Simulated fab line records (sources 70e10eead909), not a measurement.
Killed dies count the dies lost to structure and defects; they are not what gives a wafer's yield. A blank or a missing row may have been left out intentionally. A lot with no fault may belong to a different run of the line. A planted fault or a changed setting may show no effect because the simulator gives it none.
Chamber matching -- flow nand harc -- NHARC_P_M1_ETCH_35 on rie diel-05 has 4 sister chambers
The step etches the open film in N2/H2, target depth 40 nm, overetch 12 nm, time 43.94 s. 16 wafers are shown with their chamber, then 8 later ones without.

## EACH WAFER AND ITS CHAMBER
wafer,chamber,showerhead plenum p Torr (Torr),drypump motor current A (A),rf vpp V (V)
L078.2,3,1.92,5.2,427.0
L078.4,1,2.04,6.7,428.8
L078.5,2,2.04,5.5,429.9
L084.3,0,2.02,6.3,430.2
L084.4,3,1.92,5.2,427.6
L084.6,0,2.02,6.4,430.0
L087.2,3,1.92,5.2,427.1
L087.3,1,2.04,6.7,430.0
L087.5,2,2.03,5.6,431.2
L086.1,2,2.03,5.5,430.3
L086.3,3,1.92,5.2,426.5
L086.6,2,2.03,5.5,431.1
L091.1,1,2.04,6.7,431.4
L091.3,2,2.03,5.5,431.0
L091.6,0,2.02,6.3,428.8
L093.1,0,2.02,6.4,430.6

SIGNATURES (means of the wafers above)
reading,chamber 0,chamber 1,chamber 2,chamber 3,scatter within a chamber
showerhead plenum p Torr,2.0200,2.0400,2.0320,1.9200,0.00258
drypump motor current A,6.350,6.700,5.520,5.200,0.0387
rf vpp V,429.900,430.067,430.700,427.050,0.769
Rule: for each reading, subtract the chamber's mean from the wafer's reading, divide by that reading's scatter and square the result; add these up over the readings and take the root, which gives the wafer's distance from the chamber. The wafer belongs to the nearest chamber; if the next one is less than 2 further off, it can't be placed. How the scatter is found: for the shown wafers, subtract from each reading the mean of its chamber, square and add these, divide the total by (wafers less chambers), then take the root.

## WAFERS WHOSE CHAMBER IS MISSING
wafer,showerhead plenum p Torr (Torr),drypump motor current A (A),rf vpp V (V)
L093.5,2.02,6.3,431.2
L093.6,2.04,6.7,431.4
L095.1,2.02,6.4,431.3
L095.3,2.03,5.5,430.3
L095.4,1.92,5.2,427.0
L096.2,2.02,6.4,429.7
L096.5,2.04,6.7,431.1
L096.6,2.02,6.4,428.9

## THE CHAMBER EACH PASSED THROUGH
wafer,from the rows above,in truth
L093.5,0,0
L093.6,1,1
L095.1,0,0
L095.3,2,2
L095.4,3,3
L096.2,0,0
L096.5,1,1
L096.6,0,0
Correct placement for 8 of the 8. Can't be placed from these rows: 0. Wrongly placed: 0.
